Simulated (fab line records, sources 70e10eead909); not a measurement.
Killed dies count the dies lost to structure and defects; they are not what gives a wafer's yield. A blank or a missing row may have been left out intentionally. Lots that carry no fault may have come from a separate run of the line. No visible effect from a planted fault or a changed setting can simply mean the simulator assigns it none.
Which of the tools did it? || flow nand harc || Sampling: 6 lots, 17 wafers, 2 of 1302 route steps

## WHAT THE GAUGES SHOWED, per wafer
NHARC_THIN_TSV_CD_MEAS_12 targets a cd of 1000 nm.
{"lot": "L662", "measured": "day 25 03:33", "on": "cd sem-03", "cd nm (nm)": "997.2 997.5 997.6"}
{"lot": "L666", "measured": "day 26 00:25", "on": "cd sem-01", "cd nm (nm)": 998.3}
{"lot": "L675", "measured": "day 30 18:14", "on": "cd sem-03", "cd nm (nm)": "998.8 999.2 1000.2"}
{"lot": "L678", "measured": "day 30 15:45", "on": "cd sem-03", "cd nm (nm)": "999.7 1001.3 1000.5"}
{"lot": "L680", "measured": "day 31 16:28", "on": "cd sem-02", "cd nm (nm)": "998.0 1000.5 998.0"}
{"lot": "L683", "measured": "day 33 18:59", "on": "cd sem-03", "cd nm (nm)": "998.3 1000.3 1000.6"}

## EACH LOT AND THE TOOL THAT RAN IT (in order: tool; ch and the chambers of the sampled wafers; start)
{"lot": "L662", "NHARC_P_M2_DEP_00": "pecvd-02 ch 0,2, day 7 09:03"}
{"lot": "L666", "NHARC_P_M2_DEP_00": "pecvd-04 ch 0,1, day 8 10:36"}
{"lot": "L675", "NHARC_P_M2_DEP_00": "pecvd-02 ch 0,1,2, day 12 11:38"}
{"lot": "L678", "NHARC_P_M2_DEP_00": "pecvd-04 ch 0,2, day 13 03:20"}
{"lot": "L680", "NHARC_P_M2_DEP_00": "pecvd-04 ch 0,1,2, day 14 12:53"}
{"lot": "L683", "NHARC_P_M2_DEP_00": "pecvd-02 ch 0,2, day 15 16:32"}
- NHARC_P_M2_DEP_00: deposits SiOC, target thk 182.5 nm.

## THE ANSWER, worked out from the rows above alone
Rule: the lots themselves supply what counts as usual. The widest of any qualifying gaps counts: lots, ordered by their means at a reading, are off when they make up no more than a third of the lots, leave a main group of 4 or more, and stand apart from it by 3 or more times the standard deviation of that group's means. A main group whose means are all the same, to the digits that the tables above print for the reading, isn't used. A lot without any number at a reading at which 4 lots or more have one is off too. Where the step has rows for the other lots, those lots are counted as sound.
None of the lots is off at any reading shown; this tells nothing.

## WHAT THE SIMULATOR HAD PUT IN
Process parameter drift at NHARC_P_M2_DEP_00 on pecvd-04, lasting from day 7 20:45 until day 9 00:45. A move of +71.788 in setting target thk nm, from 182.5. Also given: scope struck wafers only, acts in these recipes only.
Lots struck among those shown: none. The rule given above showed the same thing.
